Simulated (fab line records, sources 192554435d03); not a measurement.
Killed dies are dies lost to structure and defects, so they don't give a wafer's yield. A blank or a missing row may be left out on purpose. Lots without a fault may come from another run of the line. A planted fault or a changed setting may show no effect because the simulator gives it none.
Which tool did it? | flow n5_finfet | 15 lots, 45 wafers sampled, at 8 steps of a route of 1938

WHAT THE GAUGES READ, wafer by wafer
N5_BEOL_M0_SAQP_OVL_MEAS_15. Usual: M0_CORE_OVL 0.1 nm, standard deviation 0.83.
lot  | measured     | on         | M0_CORE_OVL (nm) | flag
L710 | day 6 02:11  | overlay-02 | -0.6 -0.5 -1.0   |
L712 | day 6 07:35  | overlay-01 | -1.3 -0.3 0.5    |
L716 | day 7 05:13  | overlay-01 | 0.2 0.6 -0.4     |
L717 | day 8 11:21  | overlay-01 | -0.6 -0.7 0.1    |
L718 | day 8 11:43  | overlay-01 | 0.2 0.3 0.7      |
L722 | day 10 07:10 | overlay-01 | 2.5 0.6 -0.1     |
L724 | day 11 13:23 | overlay-02 | 1.0 1.0 0.6      |
L725 | day 11 13:32 | overlay-01 | 0.7 -0.5 2.1     |
L726 | day 11 13:35 | overlay-02 | 0.8 0.7 0.1      |
L727 | day 11 13:37 | overlay-01 | -0.3 0.4 0.1     |
L728 | day 11 13:47 | overlay-02 | -1.3 -1.3 -0.3   |
L731 | day 12 20:34 | overlay-02 | -0.1 1.5 0.4     |
L730 | day 12 23:36 | overlay-02 | -1.0 0.8 -0.8    |
L729 | day 12 23:46 | overlay-01 | -0.3 1.6 -0.6    |
L732 | day 12 23:55 | overlay-02 | 1.5 1.2 1.1      |

N5_BEOL_M0_SAQP_CD_MEAS_25: target cd 13.1 nm. Usual: cd_nm 12.79 nm, standard deviation 0.22.
lot  | measured     | on        | cd_nm (nm)        | flag
L710 | day 6 03:53  | cd_sem-03 | 12.96 12.91 13.07 |
L712 | day 6 09:30  | cd_sem-03 | 12.72 12.69 12.95 |
L716 | day 7 06:55  | cd_sem-02 | - - -             | OFF
L717 | day 8 13:25  | cd_sem-02 | - - -             | OFF
L718 | day 8 14:23  | cd_sem-01 | - - -             | OFF
L722 | day 10 10:43 | cd_sem-01 | 12.32 12.93 12.82 |
L724 | day 11 16:02 | cd_sem-01 | 12.81 12.64 12.92 |
L725 | day 11 17:17 | cd_sem-02 | 13.03 12.33 12.98 |
L726 | day 11 17:28 | cd_sem-02 | 12.61 12.87 12.61 |
L727 | day 11 17:46 | cd_sem-03 | 12.66 12.94 12.60 |
L728 | day 11 18:13 | cd_sem-03 | 12.90 12.79 12.25 |
L731 | day 12 23:41 | cd_sem-01 | 13.10 12.62 12.50 |
L730 | day 13 02:08 | cd_sem-03 | 13.20 12.82 12.76 |
L729 | day 13 02:24 | cd_sem-03 | 12.87 12.89 12.49 |
L732 | day 13 02:51 | cd_sem-02 | 13.03 12.87 12.75 |

N5_BEOL_M4_RC_MEAS_101. Usual: DIBL_N 36.5 mV/V, standard deviation 1.2; DIBL_P 36.5 mV/V, standard deviation 1.6; IOFF_N 0.162 nA/um, standard deviation 0.023; IOFF_P 0.221 nA/um, standard deviation 0.03; ION_N 678 uA/um, standard deviation 8; ION_P 466 uA/um, standard deviation 6.3; SS_N 71.6 mV/dec, standard deviation 0.46; SS_P 73.3 mV/dec, standard deviation 0.57; VT_N 249.2 mV, standard deviation 2.6; VT_P -249 mV, standard deviation 3.3.
lot  | measured     | on        | DIBL_N (mV/V)  | DIBL_P (mV/V)  | IOFF_N (nA/um)    | IOFF_P (nA/um)    | ION_N (uA/um) | ION_P (uA/um) | SS_N (mV/dec)  | SS_P (mV/dec)  | VT_N (mV)         | VT_P (mV)      | flag
L710 | day 10 11:47 | prober-02 | 36.0 37.7 38.3 | 36.5 39.4 39.4 | 0.144 0.172 0.186 | 0.206 0.268 0.272 | 675 675 688   | 469 476 475   | 71.5 71.9 71.6 | 73.3 73.8 73.1 | 252.9 246.7 248.1 | -250 -247 -244 |
L712 | day 10 19:10 | prober-02 | 34.9 35.4 36.6 | 33.9 32.9 34.1 | 0.131 0.129 0.145 | 0.212 0.198 0.216 | 674 664 668   | 468 456 469   | 71.7 71.5 72.1 | 72.4 72.3 72.4 | 250.3 253.1 250.4 | -247 -251 -247 |
L722 | day 13 02:37 | prober-01 | 36.6 36.0 37.1 | 36.6 36.7 37.6 | 0.161 0.152 0.177 | 0.226 0.232 0.246 | 682 670 686   | 467 466 471   | 71.9 71.6 71.3 | 73.1 73.4 72.5 | 251.7 251.2 247.3 | -247 -251 -246 |
L724 | day 14 00:28 | prober-02 | 36.4 35.2 35.3 | 36.0 34.9 34.5 | 0.158 0.139 0.131 | 0.192 0.184 0.173 | 674 671 667   | 459 460 463   | 72.3 71.1 71.5 | 73.2 73.0 72.2 | 247.5 249.5 254.4 | -252 -252 -253 |
L725 | day 14 08:17 | prober-02 | 35.0 35.2 36.1 | 36.7 35.8 37.5 | 0.145 0.135 0.160 | 0.218 0.209 0.250 | 684 681 686   | 475 474 481   | 71.1 71.5 71.6 | 73.9 73.2 73.1 | 249.7 251.7 249.6 | -248 -251 -246 |
L726 | day 14 13:41 | prober-01 | 36.9 35.9 35.0 | 36.6 36.2 35.2 | 0.173 0.165 0.147 | 0.202 0.208 0.184 | 686 693 682   | 460 468 463   | 71.6 71.5 70.8 | 73.0 73.9 72.8 | 248.1 248.6 249.1 | -253 -250 -251 |
L727 | day 14 11:44 | prober-01 | 36.2 35.3 34.6 | 38.9 38.1 36.3 | 0.194 0.165 0.152 | 0.254 0.232 0.215 | 695 677 678   | 471 464 465   | 72.0 72.7 71.9 | 73.8 72.7 73.0 | 247.0 248.3 251.2 | -246 -248 -247 |
L728 | day 14 12:09 | prober-02 | 38.8 36.4 38.4 | 39.4 36.0 38.4 | 0.225 0.173 0.204 | 0.302 0.244 0.288 | 700 682 687   | 475 471 479   | 72.1 71.6 71.8 | 74.0 72.6 74.0 | 243.9 246.0 246.0 | -244 -245 -244 |
L731 | day 15 21:52 | prober-02 | 36.5 34.9 34.3 | 36.1 33.7 34.0 | 0.189 0.157 0.154 | 0.268 0.225 0.230 | 692 680 686   | 478 474 477   | 71.5 71.4 71.4 | 73.4 72.5 72.6 | 246.6 248.0 248.0 | -241 -245 -246 |
L730 | day 16 01:32 | prober-02 | 37.5 37.1 35.6 | 37.2 36.5 34.3 | 0.169 0.147 0.125 | 0.210 0.203 0.176 | 675 669 668   | 462 462 459   | 72.1 72.0 70.9 | 73.1 72.9 73.2 | 250.7 251.4 253.9 | -251 -249 -252 |
L729 | day 16 04:32 | prober-01 | 38.0 37.1 36.0 | 36.7 35.6 34.9 | 0.167 0.155 0.138 | 0.214 0.203 0.189 | 674 677 672   | 462 465 464   | 72.0 71.5 71.7 | 74.3 72.9 73.1 | 246.7 248.8 250.6 | -249 -250 -249 |
L732 | day 16 07:52 | prober-02 | 38.1 37.7 39.2 | 38.1 36.9 38.9 | 0.181 0.170 0.206 | 0.251 0.233 0.258 | 678 691 690   | 468 469 463   | 72.3 72.2 72.1 | 74.5 74.4 73.9 | 248.3 249.1 245.9 | -249 -247 -249 |

WHICH TOOL RAN EACH LOT (tool, then ch and the chambers of the sampled wafers, then the start)
lot  | N5_MOL_CONTACT_COAG_STRIP_49         | N5_BEOL_M0_SAQP_ETCH_83            | N5_BEOL_M0_SAQP_ETCH_84            | N5_BEOL_M0_SAQP_MANDREL_ETCH_20  | N5_BEOL_M0_SAQP_STRIP_86
L710 | plasma_asher-01 ch 0,1, day 5 19:14  | rie_diel-03 ch 0,1,3, day 6 02:19  | rie_diel-03 ch 0,1,3, day 6 02:22  | rie_si-05 ch 0,1,3, day 6 02:34  | rie_diel-02 ch 0,3, day 6 02:40
L712 | plasma_asher-02 ch 0,1, day 5 23:01  | rie_diel-03 ch 0,1, day 6 07:41    | rie_diel-03 ch 0,1, day 6 07:44    | rie_si-05 ch 1,2,3, day 6 07:56  | rie_diel-02 ch 0,2,3, day 6 08:02
L716 | plasma_asher-01 ch 1, day 6 23:05    | rie_diel-05 ch 0,3, day 7 05:23    | rie_diel-05 ch 0,3, day 7 05:26    | rie_si-03 ch 0,2,3, day 7 05:38  | rie_diel-02 ch 0,2,3, day 7 05:44
L717 | plasma_asher-02 ch 0,1, day 8 01:22  | rie_diel-02 ch 1,2,3, day 8 11:28  | rie_diel-02 ch 1,2,3, day 8 11:31  | rie_si-03 ch 1,2,3, day 8 11:43  | rie_diel-03 ch 1,2,3, day 8 11:49
L718 | plasma_asher-02 ch 0, day 8 01:32    | rie_diel-02 ch 1,2,3, day 8 11:49  | rie_diel-02 ch 1,2,3, day 8 11:52  | rie_si-06 ch 1,3, day 8 12:04    | rie_diel-03 ch 0,2,3, day 8 12:10
L722 | plasma_asher-02 ch 0,1, day 9 22:52  | rie_diel-02 ch 1,2, day 10 07:29   | rie_diel-02 ch 1,2, day 10 07:32   | rie_si-05 ch 1,3, day 10 07:44   | rie_diel-02 ch 0,2,3, day 10 07:50
L724 | plasma_asher-02 ch 0,1, day 10 06:11 | rie_diel-03 ch 0,1,2, day 11 13:41 | rie_diel-03 ch 0,1,2, day 11 13:44 | rie_si-03 ch 1,3, day 11 13:56   | rie_diel-02 ch 0,2, day 11 14:05
L725 | plasma_asher-02 ch 0,1, day 10 06:20 | rie_diel-03 ch 1,2, day 11 14:10   | rie_diel-03 ch 1,2, day 11 14:13   | rie_si-06 ch 0,1, day 11 14:25   | rie_diel-03 ch 0,1, day 11 14:32
L726 | plasma_asher-01 ch 0,1, day 10 16:25 | rie_diel-02 ch 0,1, day 11 14:12   | rie_diel-02 ch 0,1, day 11 14:15   | rie_si-03 ch 0,3, day 11 14:26   | rie_diel-03 ch 1,2, day 11 14:34
L727 | plasma_asher-01 ch 0,1, day 10 20:26 | rie_diel-05 ch 0,2,3, day 11 14:13 | rie_diel-05 ch 0,2,3, day 11 14:16 | rie_si-05 ch 0,1,2, day 11 14:28 | rie_diel-03 ch 0,1,2, day 11 14:37
L728 | plasma_asher-01 ch 0,1, day 10 20:36 | rie_diel-05 ch 0,1,3, day 11 14:28 | rie_diel-05 ch 0,1,3, day 11 14:31 | rie_si-06 ch 1,2,3, day 11 14:43 | rie_diel-05 ch 0,2, day 11 14:49
L731 | plasma_asher-01 ch 0,1, day 12 15:01 | rie_diel-02 ch 0,2,3, day 12 20:40 | rie_diel-02 ch 0,2,3, day 12 20:43 | rie_si-06 ch 1,2,3, day 12 20:54 | rie_diel-02 ch 0,1,3, day 12 21:00
L730 | plasma_asher-02 ch 0,1, day 12 15:25 | rie_diel-02 ch 0,1,3, day 12 23:43 | rie_diel-02 ch 0,1,3, day 12 23:46 | rie_si-06 ch 1,2,3, day 12 23:57 | rie_diel-03 ch 0,1,3, day 13 00:03
L729 | plasma_asher-01 ch 0,1, day 12 15:31 | rie_diel-05 ch 0,3, day 12 23:51   | rie_diel-05 ch 0,3, day 12 23:54   | rie_si-05 ch 0,1,3, day 13 00:05 | rie_diel-02 ch 0,2,3, day 13 00:14
L732 | plasma_asher-01 ch 0,1, day 12 15:46 | rie_diel-02 ch 0,3, day 13 00:01   | rie_diel-02 ch 0,3, day 13 00:04   | rie_si-06 ch 1,2, day 13 00:16   | rie_diel-02 ch 2,3, day 13 00:22
- N5_MOL_CONTACT_COAG_STRIP_49: strips in N2/H2, time 30 s.
- N5_BEOL_M0_SAQP_ETCH_83: etches SiARC in CF4, target depth 39 nm, time 65 s.
- N5_BEOL_M0_SAQP_ETCH_84: etches SOC in N2/H2, target depth 100 nm, overetch 20 nm, time 150 s.
- N5_BEOL_M0_SAQP_MANDREL_ETCH_20: etches a-Si in HBr/Cl2, stops on SiNx, target depth 60 nm, bt time 10 s, time 30 s.
- N5_BEOL_M0_SAQP_STRIP_86: strips in N2/H2.

WHAT THE TOOLS THEMSELVES READ (means of the sampled wafers that have a number; where no wafer has one, the mark that the record gives instead)
N5_MOL_CONTACT_COAG_STRIP_49. Usual: drypump_motor_current_A 5.93 A, standard deviation 0.18; heater_power_w 344 W, standard deviation 36.
lot  | tool            | drypump_motor_current_A (A) | heater_power_w (W) | flag
L710 | plasma_asher-01 | 5.94                        | 318                |
L712 | plasma_asher-02 | 5.82                        | 381                |
L716 | plasma_asher-01 | 6.24                        | 324                |
L717 | plasma_asher-02 | 5.85                        | 365                |
L718 | plasma_asher-02 | 5.92                        | 335                |
L722 | plasma_asher-02 | 5.86                        | 363                |
L724 | plasma_asher-02 | 5.81                        | 385                |
L725 | plasma_asher-02 | 5.84                        | 352                |
L726 | plasma_asher-01 | 5.96                        | 316                |
L727 | plasma_asher-01 | 6.09                        | 319                |
L728 | plasma_asher-01 | 5.95                        | 317                |
L731 | plasma_asher-01 | 6.12                        | 321                |
L730 | plasma_asher-02 | 5.88                        | 357                |
L729 | plasma_asher-01 | 5.93                        | 311                |
L732 | plasma_asher-01 | 6.11                        | 321                |

N5_BEOL_M0_SAQP_ETCH_83. Usual: bias_w 36.02 W, standard deviation 0.12; cf4_flow_sccm 100.0 sccm, standard deviation 0.32; drypump_motor_current_A 5.7 A, standard deviation 0.39; etch_rf_on_time_s 64.9 s, standard deviation 1.2; oes_product_au 0.67 a.u., standard deviation 0.077; rf_vpp_V 184.0 V, standard deviation 1.2; showerhead_plenum_p_Torr 2.12 Torr, standard deviation 0.065; throttle_valve_pct 15.66 %, standard deviation 0.19.
lot  | tool        | bias_w (W) | cf4_flow_sccm (sccm) | drypump_motor_current_A (A) | etch_rf_on_time_s (s) | oes_product_au (a.u.) | rf_vpp_V (V) | showerhead_plenum_p_Torr (Torr) | throttle_valve_pct (%) | flag
L710 | rie_diel-03 | 36.01      | 100.2                | 5.7                         | 64.6                  | 0.66                  | 184.5        | 2.20                            | 15.73                  |
L712 | rie_diel-03 | 36.08      | 100.1                | 5.8                         | 64.9                  | 0.66                  | 184.2        | 2.18                            | 15.80                  |
L716 | rie_diel-05 | -          | -                    | -                           | -                     | -                     | -            | -                               | -                      | OFF
L717 | rie_diel-02 | -          | -                    | -                           | -                     | -                     | -            | -                               | -                      | OFF
L718 | rie_diel-02 | -          | -                    | -                           | -                     | -                     | -            | -                               | -                      | OFF
L722 | rie_diel-02 | 36.14      | 100.0                | 5.9                         | 63.8                  | 0.70                  | 182.4        | 2.08                            | 15.65                  |
L724 | rie_diel-03 | 36.03      | 100.0                | 5.8                         | 65.5                  | 0.62                  | 184.7        | 2.14                            | 15.82                  |
L725 | rie_diel-03 | 36.04      | 100.1                | 5.7                         | 65.6                  | 0.59                  | 182.6        | 2.07                            | 15.86                  |
L726 | rie_diel-02 | 35.91      | 99.9                 | 5.3                         | 65.0                  | 0.69                  | 183.8        | 2.09                            | 15.71                  |
L727 | rie_diel-05 | 36.08      | 99.8                 | 6.1                         | 66.1                  | 0.67                  | 183.9        | 2.12                            | 15.67                  |
L728 | rie_diel-05 | 35.98      | 100.4                | 5.9                         | 65.8                  | 0.66                  | 184.6        | 2.14                            | 15.58                  |
L731 | rie_diel-02 | 36.02      | 100.0                | 5.6                         | 63.7                  | 0.71                  | 183.4        | 2.10                            | 15.58                  |
L730 | rie_diel-02 | 36.04      | 99.8                 | 5.4                         | 63.5                  | 0.68                  | 182.8        | 2.09                            | 15.66                  |
L729 | rie_diel-05 | 35.93      | 99.8                 | 6.0                         | 66.4                  | 0.60                  | 184.0        | 2.12                            | 15.68                  |
L732 | rie_diel-02 | 36.09      | 99.6                 | 5.2                         | 63.3                  | 0.74                  | 183.3        | 2.14                            | 15.54                  |

N5_BEOL_M0_SAQP_ETCH_84. Usual: bias_w 150.0 W, standard deviation 0.42; chamber_pressure_mTorr 30.00 mTorr, standard deviation 0.031; drypump_motor_current_A 5.7 A, standard deviation 0.39; oes_product_au 0.70 a.u., standard deviation 0.076; rf_vpp_V 523.3 V, standard deviation 2.5; showerhead_plenum_p_Torr 2.52 Torr, standard deviation 0.082; throttle_valve_pct 17.92 %, standard deviation 0.19.
lot  | tool        | bias_w (W) | chamber_pressure_mTorr (mTorr) | drypump_motor_current_A (A) | oes_product_au (a.u.) | rf_vpp_V (V) | showerhead_plenum_p_Torr (Torr) | throttle_valve_pct (%) | flag
L710 | rie_diel-03 | 149.7      | 30.00                          | 5.7                         | 0.69                  | 526.1        | 2.63                            | 18.05                  |
L712 | rie_diel-03 | 150.0      | 29.99                          | 5.8                         | 0.68                  | 524.9        | 2.59                            | 18.15                  |
L716 | rie_diel-05 | 150.0      | 30.00                          | 6.0                         | 0.27                  | 524.0        | 2.52                            | 17.77                  | OFF
L717 | rie_diel-02 | 150.0      | 30.01                          | 5.9                         | 0.30                  | 520.8        | 2.45                            | 17.88                  | OFF
L718 | rie_diel-02 | 149.9      | 29.99                          | 5.8                         | 0.30                  | 520.9        | 2.45                            | 17.87                  | OFF
L722 | rie_diel-02 | 149.9      | 30.02                          | 5.9                         | 0.73                  | 521.5        | 2.46                            | 17.93                  |
L724 | rie_diel-03 | 149.6      | 30.01                          | 5.8                         | 0.66                  | 523.7        | 2.53                            | 18.09                  |
L725 | rie_diel-03 | 150.0      | 30.00                          | 5.8                         | 0.62                  | 520.3        | 2.45                            | 18.08                  |
L726 | rie_diel-02 | 149.9      | 29.99                          | 5.3                         | 0.72                  | 521.9        | 2.49                            | 18.00                  |
L727 | rie_diel-05 | 149.8      | 30.03                          | 6.1                         | 0.71                  | 522.9        | 2.51                            | 17.86                  |
L728 | rie_diel-05 | 150.2      | 30.01                          | 5.9                         | 0.69                  | 524.3        | 2.54                            | 17.83                  |
L731 | rie_diel-02 | 150.0      | 29.97                          | 5.6                         | 0.73                  | 523.7        | 2.49                            | 17.84                  |
L730 | rie_diel-02 | 150.2      | 29.96                          | 5.4                         | 0.70                  | 521.7        | 2.48                            | 17.93                  |
L729 | rie_diel-05 | 150.2      | 29.98                          | 6.0                         | 0.63                  | 523.1        | 2.51                            | 17.89                  |
L732 | rie_diel-02 | 149.7      | 30.02                          | 5.2                         | 0.76                  | 522.9        | 2.53                            | 17.81                  |

N5_BEOL_M0_SAQP_MANDREL_ETCH_20. Usual: HBr_flow_sccm 150.0 sccm, standard deviation 0.43; bias_w 75.04 W, standard deviation 0.24; drypump_motor_current_A 5.5 A, standard deviation 0.5; oes_product_au 0.775 a.u., standard deviation 0.013; throttle_valve_pct 35.48 %, standard deviation 0.28.
lot  | tool      | HBr_flow_sccm (sccm) | bias_w (W) | drypump_motor_current_A (A) | oes_product_au (a.u.) | throttle_valve_pct (%) | flag
L710 | rie_si-05 | 149.9                | 74.93      | 5.6                         | 0.776                 | 35.73                  |
L712 | rie_si-05 | 150.6                | 75.09      | 5.4                         | 0.760                 | 35.58                  |
L716 | rie_si-03 | 149.8                | 75.07      | 5.5                         | 0.327                 | 36.42                  | OFF
L717 | rie_si-03 | 149.7                | 74.96      | 5.9                         | 0.323                 | 36.43                  | OFF
L718 | rie_si-06 | 149.8                | 75.19      | 5.5                         | 0.329                 | 36.46                  | OFF
L722 | rie_si-05 | 149.9                | 75.06      | 5.7                         | 0.775                 | 35.76                  |
L724 | rie_si-03 | 150.0                | 74.83      | 5.2                         | 0.776                 | 35.87                  |
L725 | rie_si-06 | 150.3                | 75.07      | 5.2                         | 0.780                 | 35.43                  |
L726 | rie_si-03 | 150.0                | 75.04      | 5.0                         | 0.783                 | 35.65                  |
L727 | rie_si-05 | 150.3                | 74.80      | 5.3                         | 0.762                 | 35.53                  |
L728 | rie_si-06 | 150.1                | 74.94      | 5.6                         | 0.776                 | 35.38                  |
L731 | rie_si-06 | 150.1                | 75.01      | 5.6                         | 0.773                 | 35.39                  |
L730 | rie_si-06 | 149.7                | 75.22      | 5.6                         | 0.774                 | 35.38                  |
L729 | rie_si-05 | 149.7                | 75.16      | 5.6                         | 0.775                 | 35.71                  |
L732 | rie_si-06 | 149.2                | 75.05      | 5.6                         | 0.774                 | 35.27                  |

N5_BEOL_M0_SAQP_STRIP_86. Usual: drypump_motor_current_A 5.7 A, standard deviation 0.38; oes_product_au 0.77 a.u., standard deviation 0.082; rf_vpp_V 122.0 V, standard deviation 1.4; showerhead_plenum_p_Torr 3.35 Torr, standard deviation 0.12; throttle_valve_pct 19.16 %, standard deviation 0.3.
lot  | tool        | drypump_motor_current_A (A) | oes_product_au (a.u.) | rf_vpp_V (V) | showerhead_plenum_p_Torr (Torr) | throttle_valve_pct (%) | flag
L710 | rie_diel-02 | 5.5                         | 0.72                  | 122.8        | 3.30                            | 19.24                  |
L712 | rie_diel-02 | 5.6                         | 0.76                  | 121.1        | 3.32                            | 19.15                  |
L716 | rie_diel-02 | 5.6                         | 0.76                  | 123.3        | 3.31                            | 19.18                  |
L717 | rie_diel-03 | 5.7                         | 0.71                  | 121.8        | 3.34                            | 19.21                  |
L718 | rie_diel-03 | 5.7                         | 0.73                  | 122.5        | 3.40                            | 19.03                  |
L722 | rie_diel-02 | 5.6                         | 0.86                  | 123.5        | 3.31                            | 19.06                  |
L724 | rie_diel-02 | 5.2                         | 0.93                  | 122.1        | 3.37                            | 18.95                  |
L725 | rie_diel-03 | 5.9                         | 0.75                  | 122.9        | 3.39                            | 19.64                  |
L726 | rie_diel-03 | 5.8                         | 0.70                  | 120.4        | 3.29                            | 19.50                  |
L727 | rie_diel-03 | 5.8                         | 0.73                  | 122.1        | 3.35                            | 19.34                  |
L728 | rie_diel-05 | 6.1                         | 0.84                  | 122.1        | 3.30                            | 18.75                  |
L731 | rie_diel-02 | 5.4                         | 0.79                  | 123.5        | 3.28                            | 19.18                  |
L730 | rie_diel-03 | 5.7                         | 0.73                  | 122.8        | 3.44                            | 19.37                  |
L729 | rie_diel-02 | 5.6                         | 0.83                  | 121.5        | 3.30                            | 19.09                  |
L732 | rie_diel-02 | 6.0                         | 0.81                  | 122.2        | 3.24                            | 19.10                  |

THE ANSWER, worked out from the rows above alone
Rule: a lot is off if the mean of its wafers that have a number lies more than 3 standard deviations from the usual mean. A lot without any number at a reading at which 4 lots or more have one is off too. The other lots that the step has rows for count as sound. The gauges are gone through in route order, then the tools' own readings, and for those a lot's mean is taken as printed above. The first step at which some lot is off is used, and at that step the reading that is off furthest; a lot without a number counts as furthest.
Off: L716, L717, L718, at N5_BEOL_M0_SAQP_CD_MEAS_25 (cd_nm). Without a number there: L716, L717, L718.
A tool fits if, at a process step before that reading, it ran every lot that is off, and no sound lot after the first of them. The gauges at N5_BEOL_M0_SAQP_CD_MEAS_25 aren't tried: what is off there is off at N5_BEOL_M0_SAQP_ETCH_83 too, on other tools, and a gauge's error can't cause that. None of those tried fits.

WHAT THE SIMULATOR HAD PUT IN
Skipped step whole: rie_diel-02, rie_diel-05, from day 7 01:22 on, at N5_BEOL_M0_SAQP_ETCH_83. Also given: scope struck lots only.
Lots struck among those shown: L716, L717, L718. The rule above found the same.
